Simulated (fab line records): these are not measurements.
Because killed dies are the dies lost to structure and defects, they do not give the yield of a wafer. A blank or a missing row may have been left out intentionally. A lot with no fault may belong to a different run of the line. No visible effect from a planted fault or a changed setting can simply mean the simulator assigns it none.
Struck lot and sound lot, side by side | flow n5Finfet | 14 out of 1938 route steps
Sound: the wafers L775.2, L775.3, L775.5. Struck: wafer L761.2 (L761.5, L761.6, from the same lot, were not struck and are left out); the cause is given at the end.
Per side, at each step with rows, come the tool, then ch with its chambers, and then its first start. Under that, the readings that differ: sound wafers | struck wafers | difference of the means | sigmas: that difference in standard deviations of wafers without a fault.
alike: readings with means less than 2 such deviations apart, plus words and numbers identical on both sides. not compared: withheld readings, readings lacking a value on some wafer, bounds such as >300 that could conceal the same value, and numbers that have no deviation in the record and whose values overlap.
The two part at a step that has a row with sigmas, a row that says differs or no value, or rows on one side only. Non-overlapping numbers with no deviation appear without sigmas and do not part them. Lack of a reading on every wafer of one side parts them only where that side has two or more wafers.

first, 2 steps without rows for these wafers: N5_BEOL_M10_PRECLEAN_42 (cleans in residue remover, time 60 s); N5_BEOL_M10_SRD_43 (time 30 s).
N5_BEOL_M10_CD_MEAS_35: the cd target is 70 nm.
  sound on cdSem-01 at day 15 18:49; struck on cdSem-01 at day 12 02:02
  alike: cdNm
N5_BEOL_M10_CURE_72: cures SiCOH lowk, time 120 s.
  sound on uvCure-02 ch 1, day 15 18:54; struck on uvCure-01 ch 1, day 12 02:10
  alike: lampPowerPct, wafer_temp_C_max
then, 1 step without rows for these wafers: N5_BEOL_M10_DEGAS_44 (time 60 s).
N5_BEOL_M10_PRE_CLEAN_45: time 30 s.
  sound on pvdSputter-02 at day 15 19:43; struck on pvdSputter-02 at day 12 02:54
  alike: heaterPowerW
N5_BEOL_M10_ALD_74: deposits TaN, target thk 2 nm, pulse time 2 s, purge time 3 s.
  sound on aldMetal-01 ch 0,3, day 15 19:46; struck on aldMetal-03 ch 2, day 12 03:01
  alike: heaterPowerW, precursorVesselCarrierSccm
  not compared: sinceWetCleanH
N5_BEOL_M10_SURFACE_TREAT_76:
  sound on pvdSputter-02 at day 15 20:03; struck on pvdSputter-01 at day 12 03:45
  not compared: throttleValvePct
then, 1 step without rows for these wafers: N5_BEOL_M10_CVD_75 (deposits Co from CCTBA/H2, target thk 2 nm, time 138.9 s).
N5_BEOL_M10_SPUTTER_48: material Cu, target thk 12 nm, time 2 s.
  sound on pvdSputter-03 at day 15 20:15; struck on pvdSputter-01 at day 12 04:03
  alike: throttleValvePct
then, 2 steps without rows for these wafers: N5_BEOL_M10_ECD_50 (material Cu, target thk 318 nm); N5_BEOL_M10_ANNEAL_51 (time 90 s).
N5_BEOL_M10_CMP_52: polishes, stops on SiCOH lowk, t overpolish 7 s, target thk 140 nm.
  sound on cmp-03 ch 0,3, day 15 21:25; struck on cmp-01 ch 3, day 12 04:40
reading                   | sound          | struck | difference | sigmas
barrierFieldEndpointS (s) | 28.8 28.7 30.0 | 15.7   | -13.5      | -20
timeToEndpointS (s)       | 67.2 62.3 67.9 | 35.0   | -30.8      | -11
  alike: clearingPlatenRpm, motorCurrentA, overpolishRunS
-- the record jumps here: 4 days lie between the struck wafers' starts before and after (it left off in module BEOL_M10 and takes up again in module PASSIVATION, whose first step shown is number 1936 of the route) --
N5_PASSIVATION_PROBE_49:
  only the struck wafers here have rows in the record (prober-02, day 16 01:56); the sound ones have none

WHERE THEY PART
First at N5_BEOL_M10_CMP_52; last, within this record, at N5_PASSIVATION_PROBE_49.

WHY: the cause the simulator had injected
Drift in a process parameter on cmp-01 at N5_BEOL_M10_CMP_52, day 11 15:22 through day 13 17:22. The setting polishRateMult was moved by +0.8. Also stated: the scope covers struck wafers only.
